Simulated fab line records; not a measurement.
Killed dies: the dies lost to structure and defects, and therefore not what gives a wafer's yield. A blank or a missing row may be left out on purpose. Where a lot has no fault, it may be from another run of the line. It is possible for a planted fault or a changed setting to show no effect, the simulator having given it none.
Which tool is to blame?    flow n5 finfet    Sampling: 24 lots, 72 wafers, 6 of 1938 route steps

WHAT THE GAUGES SHOWED, per wafer
The record holds no reading of a measuring or inspecting step that can be judged against a usual standard deviation.

WHAT TOOL EACH LOT RAN ON (gives the tool, then ch and the chambers of the sampled wafers, and finally the start)
lot   N5_BEOL_M3_DESCUM_33                N5_BEOL_M3_SPUTTER_79         N5_BEOL_M3_ANNEAL_80          N5_BEOL_M3_SPUTTER_81         N5_BEOL_M3_ANNEAL_93          N5_BEOL_M3_ANNEAL_95
L074  rie diel-02 ch 1,2,3, day 6 20:37   pvd sputter-02, day 7 00:07   pvd sputter-02, day 7 00:11   pvd sputter-02, day 7 00:20   pvd sputter-02, day 7 01:17   pvd sputter-02, day 7 01:31
L075  rie diel-02 ch 0,2,3, day 7 05:11   pvd sputter-01, day 7 08:34   pvd sputter-01, day 7 08:38   pvd sputter-01, day 7 08:47   pvd sputter-01, day 7 09:44   pvd sputter-01, day 7 09:58
L076  rie diel-03 ch 1,2,3, day 7 19:01   pvd sputter-02, day 7 21:41   pvd sputter-02, day 7 21:46   pvd sputter-02, day 7 21:55   pvd sputter-02, day 7 22:52   pvd sputter-02, day 7 23:05
L077  rie diel-03 ch 1,2,3, day 8 12:55   pvd sputter-03, day 8 16:01   pvd sputter-03, day 8 16:05   pvd sputter-03, day 8 16:14   pvd sputter-03, day 8 17:11   pvd sputter-03, day 8 17:25
L078  rie diel-03 ch 0,1, day 8 13:07     pvd sputter-03, day 8 22:22   pvd sputter-03, day 8 22:26   pvd sputter-03, day 8 22:35   pvd sputter-03, day 8 23:32   pvd sputter-03, day 8 23:46
L079  rie diel-01 ch 0,2, day 8 13:41     pvd sputter-03, day 9 00:24   pvd sputter-03, day 9 00:29   pvd sputter-03, day 9 00:37   pvd sputter-03, day 9 01:35   pvd sputter-03, day 9 01:48
L081  rie diel-02 ch 0,1,2, day 8 14:05   pvd sputter-03, day 8 20:29   pvd sputter-03, day 8 20:34   pvd sputter-03, day 8 20:42   pvd sputter-03, day 8 21:40   pvd sputter-03, day 8 21:53
L080  rie diel-02 ch 0,2,3, day 8 19:08   pvd sputter-01, day 8 21:13   pvd sputter-01, day 8 21:18   pvd sputter-01, day 8 21:26   pvd sputter-01, day 8 22:24   pvd sputter-01, day 8 22:37
L082  rie diel-01 ch 0,2,3, day 8 20:54   pvd sputter-02, day 9 00:47   pvd sputter-02, day 9 00:52   pvd sputter-02, day 9 01:00   pvd sputter-02, day 9 01:58   pvd sputter-02, day 9 02:11
L083  rie diel-02 ch 2,3, day 9 11:50     pvd sputter-03, day 9 14:05   pvd sputter-03, day 9 14:10   pvd sputter-03, day 9 14:18   pvd sputter-03, day 9 15:16   pvd sputter-03, day 9 15:29
L084  rie diel-02 ch 0,1,2, day 9 11:56   pvd sputter-01, day 9 15:50   pvd sputter-01, day 9 15:55   pvd sputter-01, day 9 16:04   pvd sputter-01, day 9 17:01   pvd sputter-01, day 9 17:14
L085  rie diel-03 ch 0,2,3, day 9 19:23   pvd sputter-02, day 10 10:22  pvd sputter-02, day 10 10:27  pvd sputter-02, day 10 10:35  pvd sputter-02, day 10 11:33  pvd sputter-02, day 10 11:46
L087  rie diel-01 ch 0,1, day 10 13:47    pvd sputter-01, day 10 16:02  pvd sputter-01, day 10 16:07  pvd sputter-01, day 10 16:16  pvd sputter-01, day 10 17:13  pvd sputter-01, day 10 17:26
L086  rie diel-03 ch 0,1,3, day 10 23:14  pvd sputter-03, day 11 01:40  pvd sputter-03, day 11 01:45  pvd sputter-03, day 11 01:53  pvd sputter-03, day 11 02:51  pvd sputter-03, day 11 03:04
L089  rie diel-03 ch 0,1,2, day 10 23:21  pvd sputter-02, day 11 05:13  pvd sputter-02, day 11 05:18  pvd sputter-02, day 11 05:26  pvd sputter-02, day 11 06:24  pvd sputter-02, day 11 06:37
L088  rie diel-03 ch 0,1,2, day 11 00:46  pvd sputter-03, day 11 05:13  pvd sputter-03, day 11 05:17  pvd sputter-03, day 11 05:26  pvd sputter-03, day 11 06:23  pvd sputter-03, day 11 06:37
L090  rie diel-03 ch 0,1, day 11 01:56    pvd sputter-03, day 11 08:35  pvd sputter-03, day 11 08:40  pvd sputter-03, day 11 08:48  pvd sputter-03, day 11 09:46  pvd sputter-03, day 11 09:59
L091  rie diel-03 ch 1,3, day 11 05:17    pvd sputter-01, day 11 10:14  pvd sputter-01, day 11 10:19  pvd sputter-01, day 11 10:28  pvd sputter-01, day 11 11:25  pvd sputter-01, day 11 11:38
L092  rie diel-03 ch 1,2,3, day 11 13:07  pvd sputter-02, day 12 00:00  pvd sputter-02, day 12 00:05  pvd sputter-02, day 12 00:13  pvd sputter-02, day 12 01:11  pvd sputter-02, day 12 01:24
L093  rie diel-01 ch 0,1,3, day 11 13:56  pvd sputter-03, day 11 19:53  pvd sputter-03, day 11 19:58  pvd sputter-03, day 11 20:06  pvd sputter-03, day 11 21:04  pvd sputter-03, day 11 21:17
L094  rie diel-02 ch 0,1, day 11 22:42    pvd sputter-01, day 12 14:22  pvd sputter-01, day 12 14:27  pvd sputter-01, day 12 14:35  pvd sputter-01, day 12 15:33  pvd sputter-01, day 12 15:46
L095  rie diel-03 ch 1,2,3, day 12 20:45  pvd sputter-03, day 13 01:41  pvd sputter-03, day 13 01:46  pvd sputter-03, day 13 01:55  pvd sputter-03, day 13 02:52  pvd sputter-03, day 13 03:05
L096  rie diel-01 ch 0,1,2, day 12 23:16  pvd sputter-01, day 13 05:38  pvd sputter-01, day 13 05:43  pvd sputter-01, day 13 05:52  pvd sputter-01, day 13 06:49  pvd sputter-01, day 13 07:02
L097  rie diel-01 ch 0,2, day 13 05:01    pvd sputter-03, day 13 11:26  pvd sputter-03, day 13 11:31  pvd sputter-03, day 13 11:40  pvd sputter-03, day 13 12:37  pvd sputter-03, day 13 12:50
- N5_BEOL_M3_DESCUM_33: chemistry O2, time 7 s.
- N5_BEOL_M3_SPUTTER_79: material Cu, target thk 4.5 nm, time 8.29 s.
- N5_BEOL_M3_ANNEAL_80: time 240 s.
- N5_BEOL_M3_SPUTTER_81: material Cu, target thk 4.5 nm, time 8.29 s.
- N5_BEOL_M3_ANNEAL_93: time 240 s.
- N5_BEOL_M3_ANNEAL_95: time 240 s.

WHAT THE TOOLS THEMSELVES READ (means of the sampled wafers that have a number; where no wafer has one, the mark that the record gives instead)
N5_BEOL_M3_DESCUM_33. Usual: drypump motor current A 5.6 A, standard deviation 0.49; oes product au 0.76 a.u., standard deviation 0.059; rf vpp V 243.6 V, standard deviation 1.6; showerhead plenum p Torr 2.11 Torr, standard deviation 0.082; throttle valve pct 20.51 %, standard deviation 0.22.
lot   tool         drypump motor current A (A)  oes product au (a.u.)  rf vpp V (V)  showerhead plenum p Torr (Torr)  throttle valve pct (%)  flag
L074  rie diel-02  5.5                          0.78                   242.4         2.04                             20.37                   
L075  rie diel-02  5.7                          0.80                   243.2         2.07                             20.52                   
L076  rie diel-03  5.8                          0.76                   244.6         2.15                             20.45                   
L077  rie diel-03  5.8                          0.76                   245.4         2.15                             20.47                   
L078  rie diel-03  5.2                          0.74                   243.1         2.09                             20.70                   
L079  rie diel-01  5.3                          0.86                   245.5         2.20                             20.39                   
L081  rie diel-02  5.4                          0.75                   241.9         2.00                             20.47                   
L080  rie diel-02  5.7                          0.80                   242.9         2.07                             20.54                   
L082  rie diel-01  5.4                          0.80                   244.4         2.16                             20.49                   
L083  rie diel-02  5.8                          0.82                   243.5         2.11                             20.44                   
L084  rie diel-02  5.4                          0.73                   241.7         2.00                             20.49                   
L085  rie diel-03  5.8                          0.74                   244.5         2.14                             20.45                   
L087  rie diel-01  5.9                          0.79                   243.7         2.20                             20.64                   
L086  rie diel-03  5.4                          0.73                   242.7         2.12                             20.64                   
L089  rie diel-03  5.6                          0.72                   243.8         2.11                             20.54                   
L088  rie diel-03  5.6                          0.73                   243.2         2.11                             20.54                   
L090  rie diel-03  5.3                          0.73                   242.8         2.08                             20.70                   
L091  rie diel-03  5.6                          0.75                   244.1         2.15                             20.59                   
L092  rie diel-03  5.8                          0.73                   244.4         2.14                             20.49                   
L093  rie diel-01  5.7                          0.76                   243.5         2.15                             20.65                   
L094  rie diel-02  5.2                          0.70                   242.9         2.03                             20.45                   
L095  rie diel-03  5.8                          0.73                   244.2         2.14                             20.51                   
L096  rie diel-01  5.6                          0.79                   243.7         2.20                             20.56                   
L097  rie diel-01  5.3                          0.82                   245.3         2.19                             20.43                   

N5_BEOL_M3_SPUTTER_79. Usual: chuck sensor temp C -15.8 C, standard deviation 0.36; throttle valve pct 30.4 %, standard deviation 1.1.
lot   tool            chuck sensor temp C (C)  throttle valve pct (%)  flag
L074  pvd sputter-02  -16.1                    30.4                    
L075  pvd sputter-01  -15.7                    30.6                    
L076  pvd sputter-02  -16.0                    30.5                    
L077  pvd sputter-03  -15.8                    30.1                    
L078  pvd sputter-03  -15.7                    30.2                    
L079  pvd sputter-03  -15.7                    29.6                    
L081  pvd sputter-03  -15.6                    30.1                    
L080  pvd sputter-01  -15.8                    31.5                    
L082  pvd sputter-02  -15.7                    30.3                    
L083  pvd sputter-03  -15.6                    29.6                    
L084  pvd sputter-01  -16.1                    30.1                    
L085  pvd sputter-02  -15.9                    30.6                    
L087  pvd sputter-01  -15.7                    31.8                    
L086  pvd sputter-03  -15.7                    30.0                    
L089  pvd sputter-02  -16.0                    30.4                    
L088  pvd sputter-03  -15.8                    30.4                    
L090  pvd sputter-03  -15.7                    30.0                    
L091  pvd sputter-01  -16.2                    31.9                    
L092  pvd sputter-02  -16.0                    30.9                    
L093  pvd sputter-03  -15.6                    30.0                    
L094  pvd sputter-01  -15.9                    31.5                    
L095  pvd sputter-03  -15.7                    30.1                    
L096  pvd sputter-01  -16.0                    31.2                    
L097  pvd sputter-03  -15.8                    30.5                    

N5_BEOL_M3_ANNEAL_80. Usual: 869 W for heater power w, sd 58.
lot   tool            heater power w (W)  flag
L074  pvd sputter-02  879                 
L075  pvd sputter-01  845                 
L076  pvd sputter-02  910                 
L077  pvd sputter-03  880                 
L078  pvd sputter-03  888                 
L079  pvd sputter-03  901                 
L081  pvd sputter-03  846                 
L080  pvd sputter-01  828                 
L082  pvd sputter-02  911                 
L083  pvd sputter-03  893                 
L084  pvd sputter-01  836                 
L085  pvd sputter-02  886                 
L087  pvd sputter-01  822                 
L086  pvd sputter-03  836                 
L089  pvd sputter-02  874                 
L088  pvd sputter-03  889                 
L090  pvd sputter-03  836                 
L091  pvd sputter-01  834                 
L092  pvd sputter-02  877                 
L093  pvd sputter-03  847                 
L094  pvd sputter-01  854                 
L095  pvd sputter-03  833                 
L096  pvd sputter-01  815                 
L097  pvd sputter-03  866                 

N5_BEOL_M3_SPUTTER_81. Usual: chuck sensor temp C -15.8 C, standard deviation 0.35; throttle valve pct 30.4 %, standard deviation 1.1.
lot   tool            chuck sensor temp C (C)  throttle valve pct (%)  flag
L074  pvd sputter-02  -16.0                    30.3                    
L075  pvd sputter-01  -15.9                    30.5                    
L076  pvd sputter-02  -16.0                    30.6                    
L077  pvd sputter-03  -15.7                    30.1                    
L078  pvd sputter-03  -15.7                    30.5                    
L079  pvd sputter-03  -15.6                    29.4                    
L081  pvd sputter-03  -15.7                    30.1                    
L080  pvd sputter-01  -15.8                    31.5                    
L082  pvd sputter-02  -15.8                    30.1                    
L083  pvd sputter-03  -15.6                    29.6                    
L084  pvd sputter-01  -16.0                    30.4                    
L085  pvd sputter-02  -15.7                    30.4                    
L087  pvd sputter-01  -15.6                    32.0                    
L086  pvd sputter-03  -15.7                    30.1                    
L089  pvd sputter-02  -16.0                    30.4                    
L088  pvd sputter-03  -15.8                    30.4                    
L090  pvd sputter-03  -15.7                    30.1                    
L091  pvd sputter-01  -16.1                    32.0                    
L092  pvd sputter-02  -16.1                    30.7                    
L093  pvd sputter-03  -15.6                    29.9                    
L094  pvd sputter-01  -16.0                    31.4                    
L095  pvd sputter-03  -15.6                    30.2                    
L096  pvd sputter-01  -16.1                    31.2                    
L097  pvd sputter-03  -15.8                    30.4                    

N5_BEOL_M3_ANNEAL_93. Usual: 868 W for heater power w, sd 59.
lot   tool            heater power w (W)  flag
L074  pvd sputter-02  884                 
L075  pvd sputter-01  835                 
L076  pvd sputter-02  883                 
L077  pvd sputter-03  885                 
L078  pvd sputter-03  897                 
L079  pvd sputter-03  901                 
L081  pvd sputter-03  841                 
L080  pvd sputter-01  804                 
L082  pvd sputter-02  896                 
L083  pvd sputter-03  879                 
L084  pvd sputter-01  839                 
L085  pvd sputter-02  864                 
L087  pvd sputter-01  831                 
L086  pvd sputter-03  839                 
L089  pvd sputter-02  892                 
L088  pvd sputter-03  889                 
L090  pvd sputter-03  841                 
L091  pvd sputter-01  831                 
L092  pvd sputter-02  869                 
L093  pvd sputter-03  833                 
L094  pvd sputter-01  849                 
L095  pvd sputter-03  837                 
L096  pvd sputter-01  808                 
L097  pvd sputter-03  887                 

N5_BEOL_M3_ANNEAL_95. Usual: 869 W for heater power w, sd 58.
lot   tool            heater power w (W)  flag
L074  pvd sputter-02  900                 
L075  pvd sputter-01  849                 
L076  pvd sputter-02  903                 
L077  pvd sputter-03  888                 
L078  pvd sputter-03  897                 
L079  pvd sputter-03  868                 
L081  pvd sputter-03  824                 
L080  pvd sputter-01  837                 
L082  pvd sputter-02  883                 
L083  pvd sputter-03  885                 
L084  pvd sputter-01  837                 
L085  pvd sputter-02  877                 
L087  pvd sputter-01  830                 
L086  pvd sputter-03  847                 
L089  pvd sputter-02  892                 
L088  pvd sputter-03  872                 
L090  pvd sputter-03  826                 
L091  pvd sputter-01  839                 
L092  pvd sputter-02  877                 
L093  pvd sputter-03  842                 
L094  pvd sputter-01  853                 
L095  pvd sputter-03  836                 
L096  pvd sputter-01  830                 
L097  pvd sputter-03  877                 

THE ANSWER, worked out from the rows above alone
Rule: a lot counts as off when the mean over its wafers that have a number is more than 3 standard deviations away from the usual mean. A lot without any number at a reading at which 4 lots or more have one is off too. Where the step has rows for the other lots, those lots are counted as sound. Order of review: gauges by route order, followed by the tools' own readings, for which a lot's mean as printed above is used. The first step at which some lot is off is used, and at that step the reading that is off furthest; a lot without a number counts as furthest.
No lot is off on any of the readings shown, so nothing can be concluded from this.

WHAT HAD BEEN PUT IN BY THE SIMULATOR
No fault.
